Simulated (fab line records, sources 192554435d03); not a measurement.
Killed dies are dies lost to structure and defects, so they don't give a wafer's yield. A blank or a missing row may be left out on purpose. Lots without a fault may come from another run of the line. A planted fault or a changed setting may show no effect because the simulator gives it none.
Split-lot experiment | flow n5_finfet | 7 lots, 21 wafers read, on a route of 1938 steps

THE SPLIT
At N5_BEOL_M3_PECVD_72 (deposits SiO2 from TEOS/O2, target thk 16 nm, time 18 s), the setting time_s was moved away from the recipe's 18 s on 5 of the 21 wafers read, by -13.1% to +12.7%. The other wafers ran this setting at the recipe's value.

FROM THE SPLIT TO THE READING: what the file shows between them, 4 steps
- N5_BEOL_M3_COAT_73: time 60 s, resist thk 5 nm (also split here: temp_c)
- N5_BEOL_M3_COAT_05: resist thk 30 nm
- N5_BEOL_M3_EBR_07
- N5_BEOL_M3_STRIP_97: strips in N2/H2, time 10 s

THE READING
SiO2_of_BEOL_M3_PECVD_72.thk_nm (the simulator's own value, which no gauge read), in nm, at N5_BEOL_M3_HM_STRIP_39 (strips TiN in peroxide tin strip, target depth 25 nm, time 158 s). The file gives no usual value for it. The 16 wafers here that ran the recipe average 15.9 nm, standard deviation 0.3 nm.

wafer  | tool, chamber at the split | time_s as run, s | against the recipe | SiO2_of_BEOL_M3_PECVD_72.thk_nm, nm | against lot-mates on the recipe
L077.1 | pecvd-04, 0                | 18               | recipe             | 15.4                                | -
L077.2 | pecvd-04, 1                | 18.69            | +3.8%              | 16.4                                | +0.8
L077.5 | pecvd-04, 1                | 18               | recipe             | 15.8                                | -
L078.1 | pecvd-03, 1                | 18               | recipe             | 16.2                                | -
L078.2 | pecvd-03, 2                | 18               | recipe             | 15.6                                | -
L078.4 | pecvd-03, 1                | 18               | recipe             | 16.4                                | -
L079.2 | pecvd-03, 2                | 18               | recipe             | 15.4                                | -
L079.5 | pecvd-03, 1                | 17.31            | -3.8%              | 15.4                                | -0.2
L079.6 | pecvd-03, 0                | 18               | recipe             | 15.8                                | -
L080.3 | pecvd-01, 1                | 19.91            | +10.6%             | 17.2                                | +1.3
L080.4 | pecvd-01, 1                | 18               | recipe             | 16                                  | -
L080.6 | pecvd-01, 0                | 18               | recipe             | 15.8                                | -
L085.2 | pecvd-04, 1                | 18               | recipe             | 15.8                                | -
L085.5 | pecvd-04, 1,2              | 18               | recipe             | 16                                  | -
L085.6 | pecvd-04, 1,2              | 18               | recipe             | 16                                  | -
L092.3 | pecvd-04, 0                | 20.29            | +12.7%             | 17.8                                | +1.5
L092.4 | pecvd-04, 2                | 18               | recipe             | 16.2                                | -
L092.6 | pecvd-04, 0                | 18               | recipe             | 16.4                                | -
L094.2 | pecvd-01, 0                | 18               | recipe             | 15.6                                | -
L094.3 | pecvd-01, 1                | 15.65            | -13.1%             | 13.6                                | -2.1
L094.6 | pecvd-01, 2                | 18               | recipe             | 15.8                                | -
Where a row lists several chambers, the file gives one row for several wafers and doesn't say which wafer went through which chamber.

THE FIT
A straight line over all 21 wafers: SiO2_of_BEOL_M3_PECVD_72.thk_nm changes by +0.152 nm for each +1% of time_s; r = +0.93; the points scatter about the line by 0.29 nm.
The same after taking each lot's own level away (the mean of its wafers on the recipe; 21 wafers): +0.135 nm for each +1%; r = +0.95; scatter 0.22 nm.
On that fit, the largest move of time_s shifts the reading by 1.8 nm.
The lots' own levels span 15.60 to 16.30 nm, that is 2.3 times the standard deviation above.
So the lot-to-lot level changes the slope: the two fits differ.
Check: with one of the wafers moved furthest among these (-13.1%) left out of the fit, the line predicts -1.51 nm for it against its lot-mates. It came out at -2.1 nm against them.

OTHER SPLITS ON THESE WAFERS
These wafers also went through other splits before the reading. Each is held against what the fit with the lots' levels taken away leaves over:
other split on the same wafers   | wafers away from the commonest value | r with SiO2_of_BEOL_M3_PECVD_72.thk_nm (lot level and that fit taken away)
N5_BEOL_M1_DESCUM_33 time_s      | 8                                    | +0.11
N5_BEOL_M1_TRENCH_ETCH_37 time_s | 10                                   | -0.09
N5_BEOL_M2_COAT_76 spin_rpm      | 9                                    | -0.01
N5_BEOL_M2_COAT_22 spin_rpm      | 6                                    | +0.10
N5_BEOL_M2_ETCH_69 bias_w        | 3                                    | -0.03
N5_BEOL_M3_COAT_73 temp_c        | 3                                    | +0.09

THE WHOLE CHAIN: every reading that the file lists as answering this split, in the file's order
step                   | what it does                                                     | reading                                                                          | change (the file's fit)               | r (the file's)
N5_BEOL_M3_PECVD_72    | deposits SiO2 from TEOS/O2, target thk 16 nm, time 18 s          | SiO2_of_BEOL_M3_PECVD_72.thk_nm (the simulator's own value, which no gauge read) | +0.124 nm for each +1% of the setting | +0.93
N5_BEOL_M3_HM_STRIP_39 | strips TiN in peroxide tin strip, target depth 25 nm, time 158 s | SiO2_of_BEOL_M3_PECVD_72.thk_nm (the simulator's own value, which no gauge read) | +0.135 nm for each +1% of the setting | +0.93

THE FILE'S OWN FIT
SiO2_of_BEOL_M3_PECVD_72.thk_nm changes by +0.135 nm for each +1% of time_s, r = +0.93.
